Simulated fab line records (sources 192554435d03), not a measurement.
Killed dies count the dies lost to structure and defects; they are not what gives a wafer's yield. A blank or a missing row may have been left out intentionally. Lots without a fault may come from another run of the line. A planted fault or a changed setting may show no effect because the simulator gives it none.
fab line records -- flow n5_finfet
[record] lots = 9, wafers = 26, last_day = 17
route steps=1938 shown BEOL_M4@1044 PASSIVATION@1936
lots that met no fault: from a run of the same line without faults
start_h: hours from the record's opening day to when the first of the lot's shown wafers began -- wait_h: hours elapsed since this lot's preceding step -- " unchanged from the row above -- L1.1+2: a row that stands for several wafers -- - no value, or no start given -- * or withheld: withheld -- < > ~ a bound
route shown NAME@n: NAME is a module with steps in the file, n the number in the route of the first one -- usual: the fault-free wafers' mean and standard deviation -- same: alike in all rows -- chamber/n: place in a boat -- sites: readings site by site -- _std_site: their standard deviation -- _edge_site: outer sites' mean less inner sites' -- radius_mm: for every site, how far away it sits from the centre of the wafer -- mask NAME#n: copy n -- behind: tool/chamber where the wafer was last shaped -- hold: cause of the lot's hold/its duration in hours/its outcome -- device: the transistor (n, p or np) that didn't switch -- end of line: at the end of the route, the tests of the same wafers -- step lacking rows: just its recipe -- killed: dies lost to structure and defects at the first sort, not the wafer's yield -- map: dies across one wafer; x = killed, . = not, _ = none there
set.NAME: setting as actually run; set.NAME@STEP: the setting as run at that earlier step -- model.NAME: the simulator's own value behind a step, which no gauge read
the route's steps for a sample of lots (tables are steps, rows are wafers)
services: from which hour (start_h, from the record's first day; less than 0 if before it) a tool's chamber was out of use, for how many hours, and why
[[steps]]
[step N5_BEOL_M4_HM_OPEN_17]
[recipe] chemistry = Cl2/BCl3, target_depth_a = 200, overetch_a = 60, target = TiN, mask_material = SOC, ion_energy_ev = 150, pressure_mtorr = 10, icp_w = 1000, bias_w = 126, Cl2_flow_sccm = 53.25, bcl3_flow_sccm = 21.75, Ar_flow_sccm = 25
[usual] chamber_pressure_mTorr = 9.999/0.0088, drypump_motor_current_A = 5.7/0.43, oes_product_au = 0.69/0.093, rf_fwd_power_W = 991/3.7, throttle_valve_pct = 22.33/0.2
lot.wafer,tool,chamber,start_h,wait_h,chamber_pressure_mTorr,drypump_motor_current_A,oes_product_au,rf_fwd_power_W,rf_hours_counter_h,throttle_valve_pct
L351.3,rie_metal-01,0,155.13,0.1,9.992,5.6,0.49,999,-,22.55
L351.4,rie_metal-01,1,155.13,0.1,10.003,5.8,0.75,991,-,22.23
L351.5,rie_metal-01,0,155.13,0.1,9.989,5.6,0.49,995,-,22.54
L352.1,rie_metal-03,1,161.43,0.0,9.998,6.0,0.81,989,7,22.04
L352.2,rie_metal-03,0,161.43,0.0,9.991,6.1,0.61,992,80,22.47
L352.3,rie_metal-03,1,161.43,0.0,10.006,6.0,0.81,991,-,22.03
L353.2,rie_metal-01,1,162.60,0.1,9.982,5.9,0.74,983,-,22.23
L353.3,rie_metal-01,1,162.60,0.1,9.992,5.9,0.74,986,-,22.24
L353.6,rie_metal-01,1,162.60,0.1,9.994,5.9,0.74,987,-,22.23
L358.2,rie_metal-03,1,200.37,0.0,10.003,6.0,0.79,987,11,22.02
L358.3,rie_metal-03,1,200.37,0.0,10.004,6.0,0.79,989,-,22.01
L358.4,rie_metal-03,0,200.37,0.0,9.990,6.0,0.61,996,-,22.50
L359.2,rie_metal-03,1,211.37,0.0,10.002,6.0,0.77,983,12,22.05
L359.3,rie_metal-03,0,211.37,0.0,9.994,6.0,0.60,988,-,22.49
L359.6,rie_metal-03,1,211.37,0.0,10.006,6.0,0.77,987,-,22.05
L360.1,rie_metal-01,0,214.82,0.0,9.984,5.6,0.78,998,5,22.30
L360.4,rie_metal-01,0,214.82,0.0,9.989,5.6,0.78,995,-,22.30
L360.5,rie_metal-01,1,214.82,0.0,9.999,5.9,0.73,991,-,22.25
L365.1,rie_metal-03,0,228.93,0.0,10.023,6.1,0.59,986,87,22.50
L365.4,rie_metal-03,1,228.93,0.0,9.985,6.1,0.76,990,-,22.06
L365.5,rie_metal-03,1,228.93,0.0,10.015,6.0,0.77,991,-,22.05
L367.3,rie_metal-03,1,258.11,0.1,9.997,6.0,0.75,989,-,22.05
L367.5,rie_metal-03,1,258.11,0.1,9.991,6.0,0.74,988,-,22.07
L374.2,rie_metal-03,0,290.97,0.0,10.003,6.0,0.58,997,91,22.53
L374.5,rie_metal-03,0,290.97,0.0,10.009,6.0,0.57,992,-,22.54
L374.6,rie_metal-03,1,290.97,0.0,10.006,6.0,0.75,992,-,22.06
[step N5_BEOL_M4_STRIP_19]
[recipe] chemistry = O2, power_w = 400, temp_c = 40, pressure_mtorr = 30, rf_frequency_hz = 6e+07, bias_power_w = 0, overash_fraction = 0.2, o2_flow_sccm = 225
[usual] chamber_pressure_mTorr = 29.999/0.024, drypump_motor_current_A = 5.6/0.31, oes_product_au = 0.79/0.078, rf_vpp_V = 3.7/0.47, showerhead_plenum_p_Torr = 2.06/0.056, throttle_valve_pct = 16.62/0.21
lot.wafer,tool,chamber,start_h,wait_h,chamber_pressure_mTorr,drypump_motor_current_A,oes_product_au,rf_hours_counter_h,rf_vpp_V,showerhead_plenum_p_Torr,throttle_valve_pct
L351.3,rie_diel-06,0,155.35,0.2,30.006,6.1,0.88,29,3.2,2.04,16.40
L351.4,rie_diel-06,1,155.35,0.2,29.963,5.4,0.91,29,2.8,2.14,16.54
L351.5,rie_diel-06,3,155.35,0.2,29.991,5.9,0.70,-,4.7,1.99,16.91
L352.1,rie_diel-03,0,161.54,0.1,30.013,5.1,0.69,231,3.0,2.16,16.64
L352.2,rie_diel-03,1,161.54,0.1,30.030,5.2,0.80,106,3.8,2.05,16.69
L352.3,rie_diel-03,3,161.54,0.1,30.000,6.0,0.74,158,4.1,2.05,16.43
L353.2,rie_diel-03,2,162.77,0.1,29.999,5.7,0.91,39,3.8,2.12,16.38
L353.3,rie_diel-03,1,162.77,0.1,29.985,5.2,0.80,106,3.2,2.05,16.70
L353.6,rie_diel-03,0,162.77,0.1,30.005,5.1,0.69,-,3.6,2.16,16.65
L358.2,rie_diel-03,2,200.56,0.2,29.963,5.7,0.89,54,4.1,2.12,16.40
L358.3,rie_diel-03,0,200.56,0.2,29.970,5.1,0.68,247,3.8,2.16,16.65
L358.4,rie_diel-03,1,200.56,0.2,29.990,5.2,0.78,122,3.2,2.05,16.73
L359.2,rie_diel-06,1,211.48,0.1,29.972,5.4,0.87,44,3.3,2.13,16.55
L359.3,rie_diel-06,0,211.48,0.1,30.018,6.0,0.86,45,4.1,2.04,16.43
L359.6,rie_diel-06,3,211.48,0.1,29.954,5.9,0.68,-,5.0,1.99,16.93
L360.1,rie_diel-03,1,214.94,0.1,29.994,5.2,0.78,127,4.1,2.05,16.74
L360.4,rie_diel-03,1,214.94,0.1,29.997,5.2,0.78,-,4.2,2.04,16.74
L360.5,rie_diel-03,2,214.94,0.1,30.007,5.7,0.89,-,3.2,2.12,16.42
L365.1,rie_diel-03,3,229.04,0.1,30.015,5.9,0.72,187,3.3,2.04,16.46
L365.4,rie_diel-03,1,229.04,0.1,30.056,5.2,0.78,-,2.8,2.04,16.75
L365.5,rie_diel-03,3,229.04,0.1,29.989,5.9,0.73,-,3.5,2.04,16.47
L367.3,rie_diel-02,3,258.25,0.1,30.012,5.7,0.87,39,2.4,2.05,16.57
L367.5,rie_diel-02,1,258.25,0.1,30.009,5.2,0.73,-,4.4,2.01,17.12
L374.2,rie_diel-03,0,291.12,0.1,29.974,5.1,0.89,21,4.5,2.15,16.22
L374.5,rie_diel-03,0,291.12,0.1,30.010,5.1,0.90,-,3.5,2.15,16.24
L374.6,rie_diel-03,1,291.12,0.1,30.029,5.2,0.76,-,3.4,2.03,16.82
[step N5_BEOL_M4_ALD_98]
[recipe] material = SiO2, target_thk_a = 25, temp_c = 100, ald_precursor_family = BDEAS, ald_co_reactant = O2-plasma, pulse_time_s = 1, co_reactant_pulse_time_s = 1, purge_time_s = 2, co_reactant_purge_time_s = 2, ald_cycles = 17, pressure_torr = 2
[usual] ald_cycles = 17/0, heater_power_outer_w = 41/4.6, heater_power_w = 78/9.4, precursor_pulse_height_rel = 1.001/0.021
lot.wafer,tool,chamber,start_h,wait_h,ald_cycles,heater_power_outer_w,heater_power_w,precursor_pulse_height_rel,since_wet_clean_h
L351.3,ald_sin-02,2,156.00,0.1,17,43,83,1.024,55
L351.4,ald_sin-02,2,156.00,0.1,17,46,81,1.021,-
L351.5,ald_sin-02,0,156.00,0.1,17,48,80,0.978,-
L352.1,ald_sin-01,3,162.19,0.1,17,39,73,1.006,258
L352.2,ald_sin-01,0,162.19,0.1,17,34,61,1.002,258
L352.3,ald_sin-01,2,162.19,0.1,17,42,77,1.028,258
L353.2,ald_sin-04,2,163.95,0.5,17,42,83,1.015,156
L353.3,ald_sin-04,1,163.95,0.5,17,40,77,1.012,156
L353.6,ald_sin-04,2,163.95,0.5,17,43,81,1.057,-
L358.2,ald_sin-04,3,202.32,0.8,17,38,73,1.025,195
L358.3,ald_sin-04,0,202.32,0.8,17,37,73,0.984,195
L358.4,ald_sin-04,2,202.32,0.8,17,44,81,1.015,195
L359.2,ald_sin-04,0,212.12,0.1,17,39,74,0.998,204
L359.3,ald_sin-04,1,212.12,0.1,17,40,76,0.987,204
L359.6,ald_sin-04,2,212.12,0.1,22,43,81,1.017,-
L360.1,ald_sin-04,1,215.89,0.1,22,41,76,1.027,208
L360.4,ald_sin-04,0,215.89,0.1,22,38,73,1.000,208
L360.5,ald_sin-04,3,215.89,0.1,17,37,75,0.961,-
L365.1,ald_sin-02,1,229.73,0.1,17,35,68,0.999,129
L365.4,ald_sin-02,0,229.73,0.1,17,48,81,1.013,-
L365.5,ald_sin-02,1,229.73,0.1,17,34,69,0.971,-
L367.3,ald_sin-02,1,259.12,0.1,17,35,67,1.011,158
L367.5,ald_sin-02,2,259.12,0.1,17,44,81,0.960,-
L374.2,ald_sin-01,1,292.09,0.4,17,36,73,1.027,10
L374.5,ald_sin-01,2,292.09,0.4,17,44,79,0.959,-
L374.6,ald_sin-01,1,292.09,0.4,17,38,74,0.990,-
[step N5_BEOL_M4_STRIP_36]
[recipe] chemistry = N2/H2, power_w = 450, temp_c = 40, pressure_mtorr = 20, rf_frequency_hz = 6e+07, overash_fraction = 0.3, bias_power_w = 7, h2_frac = 0.5, n2_flow_sccm = 200, h2_flow_sccm = 200
[usual] chamber_pressure_mTorr = 20.00/0.03, drypump_motor_current_A = 5.6/0.3, oes_product_au = 0.79/0.078, power_w = 450.0/1.5, rf_vpp_V = 59.3/1.4, showerhead_plenum_p_Torr = 2.50/0.068, throttle_valve_pct = 23.6/0.45
lot.wafer,tool,chamber,start_h,wait_h,chamber_pressure_mTorr,drypump_motor_current_A,oes_product_au,power_w,rf_hours_counter_h,rf_vpp_V,showerhead_plenum_p_Torr,throttle_valve_pct
L351.3,rie_diel-06,1,157.77,0.0,19.99,5.4,0.89,448.5,30,62.3,2.60,23.4
L351.4,rie_diel-06,3,157.77,0.0,20.06,5.9,0.69,450.8,212,59.2,2.40,23.6
L351.5,rie_diel-06,0,157.77,0.0,20.02,6.1,0.88,450.7,-,59.4,2.47,23.2
L352.1,rie_diel-03,0,162.61,0.0,20.03,5.1,0.70,449.7,231,57.6,2.62,23.4
L352.2,rie_diel-03,2,162.61,0.0,19.98,5.7,0.92,447.6,39,59.2,2.56,23.2
L352.3,rie_diel-03,3,162.61,0.0,19.97,5.9,0.74,450.4,158,59.8,2.53,23.5
L353.2,rie_diel-03,2,178.88,0.0,20.01,5.7,0.90,452.2,44,56.9,2.56,23.2
L353.3,rie_diel-03,3,178.88,0.0,19.96,5.9,0.73,450.1,164,56.2,2.53,23.6
L353.6,rie_diel-03,2,178.88,0.0,20.03,5.7,0.89,455.2,-,58.6,2.56,23.2
L358.2,rie_diel-02,3,202.68,0.0,20.03,5.7,0.92,448.4,19,59.7,2.51,24.1
L358.3,rie_diel-02,2,202.68,0.0,19.98,5.7,0.70,448.2,224,59.2,2.50,24.2
L358.4,rie_diel-02,0,202.68,0.0,19.92,5.7,0.70,448.2,222,57.5,2.44,24.4
L359.2,rie_diel-03,2,212.97,0.0,20.00,5.7,0.88,449.4,59,58.9,2.56,23.3
L359.3,rie_diel-03,3,212.97,0.0,20.00,5.9,0.73,450.8,179,57.6,2.52,23.6
L359.6,rie_diel-03,2,212.97,0.0,20.01,5.7,0.89,449.2,-,56.7,2.56,23.3
L360.1,rie_diel-03,2,217.49,0.0,20.06,5.7,0.89,448.4,61,59.3,2.55,23.2
L360.4,rie_diel-03,2,217.49,0.0,20.03,5.7,0.87,447.4,-,59.3,2.56,23.2
L360.5,rie_diel-03,1,217.49,0.0,20.03,5.2,0.79,451.1,-,59.3,2.41,23.1
L365.1,rie_diel-06,0,238.23,0.0,20.03,6.1,0.83,451.1,55,58.2,2.46,23.2
L365.4,rie_diel-06,3,238.23,0.0,19.97,5.9,0.67,452.3,-,61.0,2.39,23.6
L365.5,rie_diel-06,0,238.23,0.0,19.99,6.1,0.84,450.6,-,61.3,2.46,23.2
L367.3,rie_diel-03,2,261.87,0.0,20.04,5.7,0.85,451.0,76,58.5,2.55,23.3
L367.5,rie_diel-03,1,261.87,0.0,19.98,5.2,0.77,449.0,-,58.2,2.40,23.1
L374.2,rie_diel-03,0,294.06,0.0,20.01,5.1,0.89,449.7,22,60.1,2.60,23.1
L374.5,rie_diel-03,0,294.06,0.0,19.97,5.1,0.89,450.3,-,60.8,2.60,23.2
L374.6,rie_diel-03,1,294.06,0.0,20.03,5.2,0.76,448.9,-,56.0,2.40,23.2
[step N5_BEOL_M4_RC_MEAS_101]
[usual] DIBL_N = 35.9/2.5, DIBL_P = 36.0/3, IOFF_N = 0.16/0.047, IOFF_P = 0.21/0.047, ION_N = 671/14, ION_P = 460/8.8, SS_N = 71.5/0.73, SS_P = 73.2/0.91, VT_N = 250/4.3, VT_P = -251/3.6
lot.wafer,tool,chamber,start_h,wait_h,DIBL_N[mV/V],DIBL_P[mV/V],IOFF_N[nA/um],IOFF_P[nA/um],ION_N[uA/um],ION_P[uA/um],SS_N[mV/dec],SS_P[mV/dec],VT_N[mV],VT_P[mV]
L351.3,prober-02,0,162.56,0.3,34.8,34.4,0.14,0.19,662,453,71.0,73.3,250,-254
L351.4,prober-02,0,162.56,0.3,37.7,37.2,0.20,0.22,679,465,72.4,73.2,245,-251
L351.5,prober-02,0,162.56,0.3,34.1,33.6,0.14,0.17,653,444,70.5,72.7,249,-256
L352.1,prober-01,0,166.79,0.0,35.4,36.4,0.15,0.18,667,451,71.5,73.3,253,-254
L352.2,prober-01,0,166.79,0.0,32.2,32.9,0.11,0.16,653,451,70.5,72.3,252,-254
L352.3,prober-01,0,166.79,0.0,35.9,37.2,0.16,0.20,682,467,71.4,73.0,250,-254
L353.2,prober-02,0,182.93,0.2,39.5,41.7,0.27,0.31,692,472,72.5,74.9,240,-245
L353.3,prober-02,0,182.93,0.2,36.4,37.2,0.17,0.23,671,465,72.1,73.7,247,-248
L353.6,prober-02,0,182.93,0.2,35.5,36.5,0.18,0.23,690,472,71.3,74.1,243,-249
L358.2,prober-02,0,206.96,0.2,35.2,34.8,0.16,0.17,677,453,71.7,72.9,250,-256
L358.3,prober-02,0,206.96,0.2,32.0,32.5,0.12,0.14,660,452,70.7,72.5,252,-254
L358.4,prober-02,0,206.96,0.2,32.7,32.3,0.12,0.14,658,449,70.5,72.9,254,-257
L359.2,prober-01,0,217.12,0.2,37.0,35.8,0.16,0.21,681,465,71.8,74.2,251,-250
L359.3,prober-01,0,217.12,0.2,36.8,35.4,0.15,0.19,667,454,71.2,73.2,251,-254
L359.6,prober-01,0,217.12,0.2,38.2,36.5,0.17,0.21,674,457,72.0,73.9,247,-252
L360.1,prober-01,0,222.17,0.0,31.1,29.3,0.08,0.12,650,452,69.3,70.9,257,-257
L360.4,prober-01,0,222.17,0.0,34.7,32.3,0.11,0.15,642,444,71.4,72.0,256,-253
L360.5,prober-01,0,222.17,0.0,34.7,32.0,0.12,0.14,655,444,70.7,71.4,253,-253
L365.1,prober-02,0,243.14,0.0,37.2,37.0,0.18,0.18,670,450,71.4,72.8,248,-253
L365.4,prober-02,0,243.14,0.0,36.7,37.9,0.17,0.22,678,458,71.9,74.4,247,-252
L365.5,prober-02,0,243.14,0.0,33.2,33.6,0.12,0.15,664,462,70.7,72.6,253,-255
L367.3,prober-01,0,266.86,0.3,37.0,37.6,0.17,0.23,685,471,71.3,73.2,247,-253
L367.5,prober-01,0,266.86,0.3,38.6,37.4,0.19,0.22,686,466,72.4,73.3,246,-254
L374.2,prober-01,0,300.53,0.2,35.2,33.5,0.12,0.16,668,458,71.1,73.0,254,-252
L374.5,prober-01,0,300.53,0.2,39.7,39.0,0.20,0.25,673,457,73.0,74.5,249,-250
L374.6,prober-01,0,300.53,0.2,33.6,33.2,0.11,0.16,664,462,70.8,72.2,253,-254
[step N5_PASSIVATION_PROBE_49]
[usual] defect_limited_yield = 91.4/1.4, killed_at_M0_to_M3 = 34/8.9, killed_at_M4_up = 13/4.6, killed_at_contacts = 12/5.5, killed_at_front_end = 41/11, killed_at_other = 3.1/2.9, killed_dies = 102/16, killed_open = 66/11, killed_short = 34/7.6, sort_bin_5_function = 5.1/0.89, sort_bin_6_memory = 3.2/0.61, sort_bin_8_speed = 0.02/0.12, sort_n_pass = 1078/16
[same] gross_dies = 1180, killed_at_back_side = 0, sort_bin_4_leakage[%] = 0
lot.wafer,tool,chamber,start_h,wait_h,defect_limited_yield[%],killed_at_M0_to_M3,killed_at_M4_up,killed_at_contacts,killed_at_front_end,killed_at_other,killed_dies,killed_open,killed_short,sort_bin_5_function[%],sort_bin_6_memory[%],sort_bin_8_speed[%],sort_n_pass
L360.1,prober-02,-,332.69,0.0,89.7,39,13,21,46,2,121,78,36,5.5,3.9,0,1059
L360.4,prober-02,-,332.84,0.2,89.5,37,16,15,53,3,124,94,27,6.1,4.2,0,1056
L360.5,prober-02,-,332.89,0.2,92.9,19,13,10,37,5,84,62,21,4.4,2.5,0,1096
// killed by level:class
L360.1 MOL_CONTACT_COAG:geometric_particle:open=19 FIN_SAQP:geometric_particle:open=11 BEOL_M0_SAQP:geometric_particle:short=11 BEOL_M3:geometric_particle:open=10 BEOL_M4:geometric_particle:open=8 FIN_SAQP:geometric_particle:short=7 HKMG_FIN:area_etch=7 STI_FIN_REVEAL:geometric_particle:open=6
L360.4 STI_FIN_REVEAL:geometric_particle:open=19 BEOL_M3:geometric_particle:open=16 FIN_SAQP:geometric_particle:open=15 MOL_CONTACT_COAG:geometric_particle:open=12 FIN_SAQP:geometric_particle:short=6 BEOL_M0_SAQP:geometric_particle:open=6 BEOL_M2:geometric_particle:open=5 BEOL_M5:geometric_particle:open=4
L360.5 FIN_SAQP:geometric_particle:short=10 MOL_CONTACT_COAG:geometric_particle:open=10 FIN_SAQP:geometric_particle:open=8 BEOL_M3:geometric_particle:open=7 STI_FIN_REVEAL:geometric_particle:open=5 DUMMY_GATE:geometric_particle:open=5 BEOL_M0_SAQP:geometric_particle:open=4 BEOL_M4:geometric_particle:open=4
[[services]]
tool,chamber,start_h,hours,kind
rie_diel-06,3,143.16,8.3,repair
rie_metal-03,-,149.00,0.4,repair
ald_sin-02,3,155.95,8.6,repair
ald_sin-02,3,167.12,5.0,repair
rie_diel-06,-,174.34,14.6,pm
rie_diel-02,-,198.01,0.6,repair
rie_diel-02,1,204.08,6.8,repair
rie_diel-03,0,211.06,-,clean
rie_diel-03,0,211.06,-,consumable_replace:focus_ring
rie_diel-03,0,211.06,26.7,scheduled_down
ald_sin-01,-,222.70,1.0,repair
rie_diel-02,-,223.96,2.3,repair
ald_sin-02,3,225.72,5.2,repair
rie_diel-03,2,228.06,8.4,repair
rie_diel-06,2,235.93,8.0,repair
ald_sin-01,-,240.32,6.0,pm
rie_diel-02,0,246.25,4.4,repair
ald_sin-01,3,247.66,6.7,repair
rie_diel-06,3,253.06,2.6,repair
rie_metal-03,-,259.59,0.7,repair
rie_metal-03,0,260.65,6.9,repair
ald_sin-01,-,268.25,14.0,pm
rie_metal-01,0,269.93,3.0,repair
rie_metal-03,-,291.48,2.8,pm
[[key]]
[first_sign] step = N5_BEOL_M4_ALD_98, reading = ald_cycles, direction = up, sigmas = 99+, usual = *, struck = *
effect none on later readings
met_at N5_BEOL_M4_ALD_98
struck_lots L359,L360
struck_wafers L359.6,L360.1,L360.4
not_acting_at N5_BEOL_M4_HM_OPEN_17,N5_BEOL_M4_STRIP_19,N5_BEOL_M4_STRIP_36
onset_between 202.32 212.12
[fault] kind = process_parameter_drift, tool = ald_sin-04, chamber = -, onset_h = 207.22, steps = N5_BEOL_M4_ALD_98, channel = ald_cycles, offset = *, shape = step, end_h = 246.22, scope = struck_wafers_only, acts_in = *, stated = *
